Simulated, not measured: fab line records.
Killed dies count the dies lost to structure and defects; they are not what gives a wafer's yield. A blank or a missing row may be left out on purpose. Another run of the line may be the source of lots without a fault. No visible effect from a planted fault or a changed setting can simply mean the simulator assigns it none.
fab line records    flow n5-finfet
[record] lots = 4  wafers = 12  last-day = 16
route steps=1938 shown BEOL_M14@1730 PASSIVATION@1936
lots with no fault: from the same line, run without faults
start-h: start of the lot's first displayed wafer, in hours after the record's first day    wait-h: how many hours have passed since the lot's step before this one    " identical to the entry in the row above    L1.1+2: several wafers, shown together as one row    - no value, or no start given    * or withheld: withheld    < > ~ a bound
route shown NAME@n: NAME is a module with steps in the file, n the number in the route of the first one    usual: mean and standard deviation over wafers with no fault    same: alike in all rows    chamber/n: place in a boat    sites: readings site by site    _std_site: their standard deviation    _edge_site: mean of outer sites minus mean of inner sites    radius-mm: for every site, how far away it sits from the centre of the wafer    mask NAME#n: copy n    behind: the most recent tool/chamber to have shaped the wafer    hold: why the lot was held/for how many hours/how that ended    device: the transistor (n, p or np) that didn't switch    end of line: the tests these same wafers got at the end of their route    where a step has no rows: the recipe by itself    killed: dies lost to structure and defects at the first sort, not the wafer's yield    map: shows each die of a wafer: x if killed, . if not, _ if none is there
set.NAME: the setting that was run; set.NAME@STEP: the one run at that earlier step    model.NAME: the simulator's own value behind a step, which no gauge read
lots at some steps of the route; a table a step, a row a wafer
services: from which hour (start-h, from the record's first day; less than 0 if before it) a tool's chamber was out of use, for how many hours, and why
[[steps]]
[step N5_BEOL_M14_ETCH_59]
[recipe] chemistry = N2/H2  target = BARC  target-depth-a = 890  overetch-a = 267  time-s = 67.9  ion-energy-ev = 200  pressure-mtorr = 30  source-w = 840  bias-w = 150  n2-flow-sccm = 200  h2-flow-sccm = 200
[step N5_BEOL_M14_VIA_ETCH_16]
[recipe] chemistry = C4F8/O2/Ar  target = SiO2  he-inner-torr = 15  he-outer-torr = 30  target-depth-a = 12313  time-s = withheld  ion-energy-ev = 800  pressure-mtorr = 20  source-w = 1905  bias-w = 2040  Ar_flow_sccm = 400  C4F8_flow_sccm = 16  O2_flow_sccm = 12  ends = cleared
[step N5_BEOL_M14_STRIP_63]
[recipe] chemistry = O2  power-w = 600  temp-c = 60  pressure-mtorr = 30  rf-frequency-hz = 6e+07  bias-power-w = 0  overash-fraction = 0.3  o2-flow-sccm = 225
[step N5_BEOL_M14_STRIP_64]
[recipe] chemistry = O2  power-w = 600  temp-c = 60  pressure-mtorr = 30  rf-frequency-hz = 6e+07  bias-power-w = 0  overash-fraction = 0.3  o2-flow-sccm = 225
[step N5_BEOL_M14_STRIP_71]
[recipe] chemistry = post-etch-residue-remover  time-s = 60  temp-c = 25  remover-ph = withheld  remover-water-wt-pct = withheld  remover-fluoride-wt-pct = withheld
[step N5_BEOL_M14_SRD_72]
[recipe] time-s = 30  temp-c = 23  rinse-liquid = diw  dry = n2-spin  spin-rpm = 1500  dry-time-s = 30
[step N5_BEOL_M14_COAT_65]
[recipe] resist = SOC  temp-c = 250  time-s = 60  spin-rpm = 1500  resist-thk-nm = 450
[step N5_BEOL_M14_COAT_66]
[recipe] resist = SiARC  temp-c = 220  time-s = 60  spin-rpm = 1500  resist-thk-nm = 110
[step N5_BEOL_M14_COAT_22]
[recipe] spin-rpm = 2888  resist-thk-nm = 300
[step N5_BEOL_M14_EBR_24]
[recipe] solvent = PGMEA  ebr-width-mm = 1.5
[step N5_BEOL_M14_SOFTBAKE_23]
[recipe] temp-c = 130  time-s = 60
[step N5_BEOL_M14_EXPOSE_25]
[recipe] mask-id = M14  na = 0.8  source-shape = annular  sigma-inner = 0.5  sigma-outer = 0.8  polarization = unpolarized  target-cd-nm = 280  dose-mj = 26.6
[usual] exposure-dose-mJ-cm2 = 26.588/0.023
lot.wafer  tool            chamber  start-h  wait-h  mask   exposure-dose-mJ-cm2
L201.3     krf-scanner-02  0        258.64   -       M14#0  26.573
L201.4     "               0        "        "       M14#0  26.616
L201.5     "               0        "        "       M14#0  26.562
L211.4     krf-scanner-02  0        312.51   -       M14#0  27.607
L211.5     "               0        "        "       M14#0  27.580
L211.6     "               0        "        "       M14#0  27.561
L215.4     krf-scanner-02  0        340.14   -       M14#0  27.390
L215.5     "               0        "        "       M14#0  27.412
L215.6     "               0        "        "       M14#0  27.364
L217.1     krf-scanner-01  0        347.89   -       M14#0  26.586
L217.5     "               0        "        "       M14#0  26.570
L217.6     "               0        "        "       M14#0  26.583
[step N5_BEOL_M14_PEB_26]
[recipe] peb-temp-c = 130  peb-time-s = 90
[step N5_BEOL_M14_DEVELOP_27]
[recipe] develop-time-s = 45  rinse-liquid = diw  dry = air-spin  dev-temp-c = 21
[step N5_BEOL_M14_HARDBAKE_32]
[recipe] temp-c = 130  time-s = 120
[step N5_BEOL_M14_CD_MEAS_28]
[recipe] target-cd-nm = 284.4  landing-energy-ev = 500  detector = se-inlens
[usual] cd-nm = 284.5/1.3
lot.wafer  tool       chamber  start-h  wait-h  cd-nm
L201.3     cd-sem-01  0        258.80   -       282.5
L201.4     "          0        "        "       285.0
L201.5     "          0        "        "       283.8
L211.4     cd-sem-03  0        312.66   -       293.2
L211.5     "          0        "        "       294.0
L211.6     "          0        "        "       293.7
L215.4     cd-sem-03  0        340.30   -       291.4
L215.5     "          0        "        "       288.7
L215.6     "          0        "        "       289.5
L217.1     cd-sem-03  0        348.06   -       282.9
L217.5     "          0        "        "       284.3
L217.6     "          0        "        "       283.2
[step N5_BEOL_M14_DESCUM_33]
[recipe] chemistry = O2  time-s = 7.9  source-power-w = 50  bias-power-w = 20  pressure-mtorr = 20  rf-frequency-hz = 2.712e+07  temp-c = 40  o2-flow-sccm = 225
[usual] drypump-motor-current-A = 5.6/0.53  oes-product-au = 0.79/0.066  rf-vpp-V = 243.5/1.3  showerhead-plenum-p-Torr = 2.11/0.067  throttle-valve-pct = 20.39/0.19
lot.wafer  tool         chamber  start-h  wait-h  drypump-motor-current-A  oes-product-au  rf-hours-counter-h  rf-vpp-V  showerhead-plenum-p-Torr  throttle-valve-pct  model.BEOL_M14.cd-nm
L201.3     rie-diel-02  3        259.12   0.3     4.7                      0.72            226                 242.7     2.06                      20.44               282.8
L201.4     "            0        "        "       6.2                      0.89            36                  244.1     2.23                      20.24               284.8
L201.5     "            1        "        "       4.9                      0.80            -                   244.0     2.10                      20.25               283.4
L211.4     rie-diel-04  1        312.75   0.0     6.6                      0.70            219                 244.8     2.15                      20.75               293.6
L211.5     "            1        "        "       6.6                      0.70            -                   243.1     2.15                      20.75               294.4
L211.6     "            0        "        "       5.8                      0.86            -                   244.6     2.03                      20.31               293.8
L215.4     rie-diel-02  3        340.40   0.0     4.7                      0.70            -                   242.6     2.05                      20.48               291
L215.5     "            0        "        "       6.2                      0.84            -                   245.9     2.22                      20.28               288.6
L215.6     "            2        "        "       5.5                      0.82            -                   241.8     2.02                      20.20               289.6
L217.1     rie-diel-04  0        348.43   0.3     5.8                      0.85            65                  241.5     2.03                      20.33               282.8
L217.5     "            3        "        "       5.4                      0.77            -                   244.4     2.20                      20.35               284.4
L217.6     "            0        "        "       5.8                      0.84            -                   243.0     2.03                      20.34               282.8
[step N5_BEOL_M14_ETCH_67]
[recipe] chemistry = CF4  target = SiARC  target-depth-a = 1430  time-s = 238.3  ion-energy-ev = 80  pressure-mtorr = 40  source-w = 545  bias-w = 36  Ar_flow_sccm = 100  cf4-flow-sccm = 100  ends = cleared
[step N5_BEOL_M14_ETCH_68]
[recipe] chemistry = N2/H2  target = SOC  mask-material = SiARC  source-w = 3000  bias-w = 350  temp-c = 40  time-s = 450  ion-energy-ev = 200  pressure-mtorr = 30  n2-flow-sccm = 200  h2-flow-sccm = 200
[step N5_BEOL_M14_STRIP_69]
[recipe] chemistry = N2/H2  temp-c = 40  n2-flow-sccm = 200  h2-flow-sccm = 200  rf-frequency-hz = 6e+07
[step N5_BEOL_M14_TRENCH_ETCH_34]
[recipe] chemistry = C4F8/O2/Ar  target = SiO2  target-depth-a = 5566.5  mask-material = SOC  he-inner-torr = 15  he-outer-torr = 30  time-s = 126.9  ion-energy-ev = 800  pressure-mtorr = 20  source-w = 1905  bias-w = 2040  Ar_flow_sccm = 400  C4F8_flow_sccm = 16  O2_flow_sccm = 12
[step N5_BEOL_M14_STRIP_70]
[recipe] chemistry = C4F8/O2/Ar  resist = SiARC  rf-frequency-hz = 6e+07
[step N5_BEOL_M14_STRIP_37]
[recipe] chemistry = O2  power-w = 600  temp-c = 60  pressure-mtorr = 30  rf-frequency-hz = 6e+07  bias-power-w = 0  overash-fraction = 0.3  o2-flow-sccm = 225
[step N5_BEOL_M14_ETCH_38]
[recipe] chemistry = CF4/N2  target = SiCN  target-depth-a = 1065  taper-deg = 2  time-s = 120.6  ion-energy-ev = 150  mask-material = SiO2  pressure-mtorr = 40  source-w = 430  bias-w = 70  Ar_flow_sccm = 100  cf4-flow-sccm = 60  n2-flow-sccm = 60
[usual] bias-w = 69.99/0.21  drypump-motor-current-A = 5.5/0.54  oes-product-au = 0.81/0.062  rf-vpp-V = 382.6/2  showerhead-plenum-p-Torr = 2.22/0.069  throttle-valve-pct = 15.34/0.17
lot.wafer  tool         chamber  start-h  wait-h  bias-w  drypump-motor-current-A  oes-product-au  rf-hours-counter-h  rf-vpp-V  showerhead-plenum-p-Torr  throttle-valve-pct  model.BEOL_M14.cd-nm
L201.3     rie-diel-04  0        -        -       69.87   5.9                      0.92            29                  381.6     2.16                      15.27               277.8
L201.4     "            3        "        "       69.66   5.4                      0.83            -                   384.8     2.32                      15.28               281.6
L201.5     "            0        "        "       69.94   5.8                      0.90            -                   380.7     2.16                      15.29               278
L211.4     rie-diel-02  2        -        -       70.08   5.5                      0.84            -                   381.2     2.15                      15.23               289.8
L211.5     "            1        "        "       70.19   4.9                      0.77            -                   381.6     2.21                      15.33               290
L211.6     "            0        "        "       70.24   6.3                      0.86            -                   385.4     2.33                      15.24               290
L215.4     rie-diel-03  2        -        -       70.05   5.4                      0.85            62                  379.4     2.15                      15.17               285.6
L215.5     "            3        "        "       69.80   4.9                      0.70            -                   381.6     2.17                      15.67               283.2
L215.6     "            2        "        "       69.94   5.4                      0.84            -                   380.1     2.15                      15.17               287.2
L217.1     rie-diel-03  2        -        -       69.66   5.4                      0.83            65                  381.8     2.15                      15.17               279.4
L217.5     "            2        "        "       69.63   5.4                      0.83            -                   379.7     2.15                      15.17               280.2
L217.6     "            3        "        "       69.96   4.9                      0.70            -                   382.3     2.17                      15.67               278.4
[step N5_BEOL_M14_PRECLEAN_39]
[recipe] chemistry = residue-remover  time-s = 60  temp-c = 40
[step N5_PASSIVATION_PROBE_49]
[usual] defect-limited-yield = 91.3/1.3  killed_at_M0_to_M3 = 35/13  killed_at_M4_up = 13/5.2  killed-at-contacts = 12/6.2  killed-at-front-end = 39/9.6  killed-at-other = 3.1/2.6  killed-dies = 102/16  killed-on-rim = 13/3.8  killed-open = 68/13  killed-short = 33/6.9  sort_bin_5_function = 5.1/0.87  sort_bin_6_memory = 3.3/0.67  sort-n-pass = 1078/16  sort-yield-pct = 91.3/1.3
[same] gross-dies = 1180  killed-at-back-side = 0  sort_bin_4_leakage[%] = 0  sort_bin_8_speed[%] = 0
lot.wafer  tool       chamber  start-h  wait-h  defect-limited-yield[%]  killed_at_M0_to_M3  killed_at_M4_up  killed-at-contacts  killed-at-front-end  killed-at-other  killed-dies  killed-on-rim  killed-open  killed-short  sort_bin_5_function[%]  sort_bin_6_memory[%]  sort-n-pass  sort-yield-pct[%]
L211.4     prober-02  -        335.94   0.2     89.5                     36                  9                25                  52                   2                124          19             79           44            6.2                     4.1                   1056         89.5
L215.4     prober-01  -        365.26   0.3     91.1                     35                  19               8                   40                   3                105          14             72           33            5.0                     3.7                   1075         91.1
L215.5     prober-01  -        365.31   0.4     91.9                     22                  17               15                  37                   4                95           13             60           33            4.9                     2.8                   1085         91.9
L215.6     prober-01  -        365.36   0.4     91.8                     27                  18               6                   44                   2                97           16             69           27            3.8                     4.2                   1083         91.8
L217.1     prober-02  -        374.72   0.0     91.6                     51                  10               18                  19                   1                99           10             65           32            5.7                     2.6                   1081         91.6
L217.5     prober-02  -        374.92   0.2     89.0                     34                  11               14                  65                   6                130          13             88           39            6.7                     3.9                   1050         89.0
L217.6     prober-02  -        374.97   0.3     90.1                     26                  7                24                  57                   3                117          13             90           27            5.4                     4.2                   1063         90.1
// killed by level:class
L211.4 MOL_CONTACT_COAG:geometric-particle:open=18 FIN_SAQP:geometric-particle:open=17 BEOL_M0_SAQP:geometric-particle:short=9 BEOL_M3:geometric-particle:open=8 STI_FIN_REVEAL:geometric-particle:open=7 DUMMY_GATE:geometric-particle:open=7 FIN_SAQP:geometric-particle:short=6 MOL_CONTACT_COAG:geometric-particle:short=6
L215.4 DUMMY_GATE:geometric-particle:open=14 STI_FIN_REVEAL:geometric-particle:open=12 BEOL_M2:geometric-particle:open=10 BEOL_M1:geometric-particle:open=8 BEOL_M4:geometric-particle:open=7 MOL_CONTACT_COAG:geometric-particle:short=5 BEOL_M3:geometric-particle:short=5 BEOL_M3:geometric-particle:open=4
L215.5 MOL_CONTACT_COAG:geometric-particle:open=13 FIN_SAQP:geometric-particle:open=10 FIN_SAQP:geometric-particle:short=8 DUMMY_GATE:geometric-particle:open=5 BEOL_M1:geometric-particle:short=5 BEOL_M4:geometric-particle:open=5 GATE_CUT:geometric-particle:short=4 BEOL_M0_SAQP:geometric-particle:short=4
L215.6 DUMMY_GATE:geometric-particle:open=10 FIN_SAQP:geometric-particle:open=7 FIN_SAQP:geometric-particle:short=6 BEOL_M1:geometric-particle:open=6 MOL_CONTACT_COAG:geometric-particle:open=6 BEOL_M2:geometric-particle:open=6 GATE_CUT:geometric-particle:open=5 BEOL_M8:geometric-particle:open=5
L217.1 MOL_CONTACT_COAG:geometric-particle:open=15 BEOL_M1:geometric-particle:open=14 BEOL_M2:geometric-particle:open=10 DUMMY_GATE:geometric-particle:open=5 BEOL_M0_SAQP:geometric-particle:short=5 BEOL_M4:geometric-particle:short=5 BEOL_M0:geometric-particle:open=4 BEOL_M1:geometric-particle:short=4
L217.5 FIN_SAQP:geometric-particle:open=18 STI_FIN_REVEAL:geometric-particle:open=17 MOL_CONTACT_COAG:geometric-particle:open=11 FIN_SAQP:geometric-particle:short=9 BEOL_M2:geometric-particle:open=9 BEOL_M1:geometric-particle:open=7 STI_FIN_REVEAL:geometric-particle:short=5 DUMMY_GATE:geometric-particle:open=5
L217.6 FIN_SAQP:geometric-particle:open=24 MOL_CONTACT_COAG:geometric-particle:open=18 STI_FIN_REVEAL:geometric-particle:open=10 FIN_SAQP:geometric-particle:short=7 MOL_CONTACT_COAG:geometric-particle:short=6 BEOL_M0_SAQP:geometric-particle:open=6 BEOL_M1:geometric-particle:open=6 DUMMY_GATE:geometric-particle:open=5
[[services]]
tool            chamber  start-h  hours  kind
krf-scanner-02  -        234.91   1.9    repair
krf-scanner-01  -        240.56   1.5    pm
krf-scanner-01  -        242.68   0.7    repair
krf-scanner-01  -        250.56   1.0    pm
rie-diel-04     1        288.71   11.0   repair
krf-scanner-02  -        291.05   1.3    pm
krf-scanner-01  -        294.96   0.8    pm
rie-diel-04     -        298.50   2.8    pm
rie-diel-03     3        301.67   7.3    repair
krf-scanner-02  -        312.95   4.4    pm
krf-scanner-01  -        317.32   1.3    pm
krf-scanner-02  -        317.61   1.5    repair
rie-diel-03     3        322.29   11.0   repair
krf-scanner-02  -        325.87   0.8    pm
krf-scanner-02  -        334.63   1.0    pm
rie-diel-04     3        340.45   5.4    repair
[[key]]
[first-sign] step = N5_BEOL_M14_EXPOSE_25  reading = exposure-dose-mJ-cm2  direction = up  sigmas = 38  usual = 26.588  struck = 27.486
[effect] step = N5_BEOL_M14_CD_MEAS_28  reading = cd-nm  direction = up  sigmas = 5.7  usual = 284.5  struck = 291.7  through = control-loop
[model-effect] step = N5_BEOL_M14_DESCUM_33  value = BEOL_M14.cd-nm  without = 286.4  struck = 291.8
[model-effect] step = N5_BEOL_M14_ETCH_38  value = BEOL_M14.cd-nm  without = 282.2  struck = 287.6
met-at N5_BEOL_M14_EXPOSE_25
struck-wafers L211.4,L211.5,L211.6,L215.4,L215.5,L215.6
[loop-trim] step = N5_BEOL_M14_EXPOSE_25  setting = dose  lots = L215
onset-between 258.64 312.51
[fault] kind = process-parameter-drift  tool = krf-scanner-02  chamber = -  onset-h = 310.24  steps = N5_BEOL_M14_EXPOSE_25  channel = dose-mj  offset = 0.98684  shape = step  acts-in = these-recipes-only  stated = 26.6
// loop-trim: a control loop set the setting to another value than it would have without faults
